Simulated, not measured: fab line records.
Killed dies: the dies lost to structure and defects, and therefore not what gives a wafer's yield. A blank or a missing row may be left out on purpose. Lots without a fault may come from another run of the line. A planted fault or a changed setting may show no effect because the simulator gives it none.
Matching of chambers | flow nand harc | ald hk-01 running NHARC_A_CHANNEL_FILL_D2_ALD_02: 4 sister chambers
The step deposits SiO2, target thk 6 nm, pulse time 10 s, ald cycles 60. 8 wafers are shown with their chamber, then 11 later ones without.

== EACH WAFER AND ITS CHAMBER ==
wafer  | chamber | heater power w (W) | precursor pulse height rel
L080.1 | 1       | 441                | 1.020
L082.1 | 0       | 415                | 0.984
L081.1 | 3       | 516                | 1.012
L081.3 | 0       | 421                | 0.984
L081.4 | 1       | 438                | 1.007
L083.4 | 3       | 532                | 1.015
L083.6 | 2       | 458                | 1.010
L085.1 | 2       | 449                | 0.980

== WAFERS WITH NO CHAMBER GIVEN ==
wafer  | heater power w (W) | precursor pulse height rel
L085.2 | 515                | 0.979
L085.3 | 441                | 1.017
L092.2 | 508                | 1.013
L092.4 | 450                | 0.999
L092.6 | 451                | 1.021
L091.3 | 442                | 0.983
L091.4 | 457                | 1.038
L091.6 | 434                | 0.989
L096.1 | 396                | 1.001
L096.2 | 464                | 0.975
L096.3 | 513                | 0.966

== WHICH CHAMBER EACH WENT THROUGH ==
wafer  | from the rows above          | in truth
L085.2 | 3                            | 3
L085.3 | 1                            | 1
L092.2 | 3                            | 3
L092.4 | can't be placed: 2 or 1      | 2
L092.6 | can't be placed: 1 or 2      | 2
L091.3 | can't be placed: 2 or 1 or 0 | 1
L091.4 | can't be placed: 1 or 2      | 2
L091.6 | can't be placed: 1 or 0 or 2 | 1
L096.1 | 0                            | 0
L096.2 | 2                            | 2
L096.3 | 3                            | 3
Correct placement for 6 of the 11. Cannot be placed on the basis of these rows: 5; the candidates contain the true chamber in 5. Number placed wrongly: 0.
How it was worked out, from the rows above alone: a wafer's distance from a chamber is the root of the sum, over the readings, of the square of ((its reading less the chamber's mean) divided by the reading's scatter). If the next closest chamber is less than 2 further off than the closest, the wafer can't be placed; otherwise it belongs to the closest. A chamber's mean is the mean of its shown wafers. How the scatter is found: for the shown wafers, subtract from each reading the mean of its chamber, square and add these, divide the total by (wafers less chambers), then take the root.
